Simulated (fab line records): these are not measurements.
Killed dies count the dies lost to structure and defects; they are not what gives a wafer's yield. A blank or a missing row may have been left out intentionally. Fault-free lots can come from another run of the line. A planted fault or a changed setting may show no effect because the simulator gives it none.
Problem report, 8D (eight disciplines) form, completed by code || flow nandHarc || the parts of the form that need people (team, actions taken, sign-off) are left out

== 1. WHAT IS WRONG ==
thkNm at NHARC_A_ONON_D1_THK_MEAS_02 reads a mean of 1516 nm on 6 wafers of 2 lots; wafers without a fault read 997 nm with a standard deviation of 8.2. Measured from the usual mean, that is +63 standard deviations.
The step: measures by ellipsometry.
First seen on wafer L499.2, day 11 11:51, on filmMetro-01. At this step, 33 wafers from 11 lots have a number in the record. Rule for "out", or "out of limits": more than 4 standard deviations from the usual mean. All remaining wafers that have a number are taken as sound.

== 2. WHAT IT IS AND WHAT IT IS NOT ==
{"question": "which readings at this step", "is": "thkNm", "is not": "-"}
{"question": "which lots", "is": "L499, L500", "is not": "L490, L491, L494, L495, L496, L508, L511, L512, L513"}
{"question": "which wafers of those lots", "is": "all that have a number", "is not": "-"}
{"question": "read on which gauges", "is": "filmMetro-01, filmMetro-02", "is not": "-"}
{"question": "when", "is": "from day 11 11:51", "is not": "up to then (15 sound wafers); but 12 sound wafers of L508, L511, L512, L513 came after"}

== 3. WHAT RULES OUT EACH SUSPECT ==
Counting: any tool at a process step up to the reading is kept as a suspect provided that every lot that is out went through it and no sound lot did after the first of them.
- ruled out: the gauge at NHARC_A_ONON_D1_THK_MEAS_02. 2 gauges (filmMetro-01, filmMetro-02) read the wafers that are out.
- rieDiel-05 at NHARC_A_ZERO_WELL_ETCH_19 (etches the open film in N2/H2, target depth 80 nm, overetch 24 nm, time 87.88 s): kept. All lots that are out passed through it, beginning with L499 at day 10 09:19, and no sound lot followed; its final sound lot before that point was L491 at day 7 04:03.
- pecvdOnon-01 at NHARC_A_ONON_D1_DEP_00 (target thk 1000 nm): ruled out as a lasting fault. Following L499 (day 11 11:24), the first lot on it that is out, the sound lots L508, L512, L513 were run on it.
Remaining after the count: rieDiel-05 at NHARC_A_ZERO_WELL_ETCH_19.

== 4. THE CAUSE (what the simulator had put in) ==
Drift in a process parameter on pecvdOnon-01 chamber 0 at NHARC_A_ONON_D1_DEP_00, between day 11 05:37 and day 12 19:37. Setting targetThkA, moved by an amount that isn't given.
Counting ruled it out, wrongly: the rule takes a fault to strike every lot that its tool runs from its start on, and this one did not.

== 5. THE CHAIN OF EFFECTS, in route order ==
Rows list readings where the struck wafers' mean (over those with a number) sits beyond 3 standard deviations from the usual. Only readings for which the record gives a usual standard deviation are gone through. hours: the time from each lot's start at the first step in this table that gives one to its start at this step, as a median over the lots. sigmas: the change in usual standard deviations.
{"hours": 0, "step": "NHARC_A_ONON_D1_THK_MEAS_02", "reading": "thkNm", "usual": "997 nm", "on struck wafers": 1516, "change": "+519", "sigmas": "+63"}
{"hours": 393, "step": "NHARC_END_SORT_01", "reading": "killedAtArray", "usual": 53, "on struck wafers": 670, "change": "+617", "sigmas": "+34"}
{"hours": 393, "step": "NHARC_END_SORT_01", "reading": "killedDies", "usual": 58, "on struck wafers": 677, "change": "+619", "sigmas": "+34"}

== 6. HOW IT WOULD HAVE BEEN CAUGHT EARLIER ==
6 hours passed between the start of the fault at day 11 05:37 and the first reading out of limits at a measuring or inspecting step in this record, taken at day 11 11:51.
Tool readings at NHARC_A_ONON_D1_DEP_00 with a usual standard deviation given in the record: none out on any struck wafer, hence no alarm at a limit of 4 standard deviations on them.
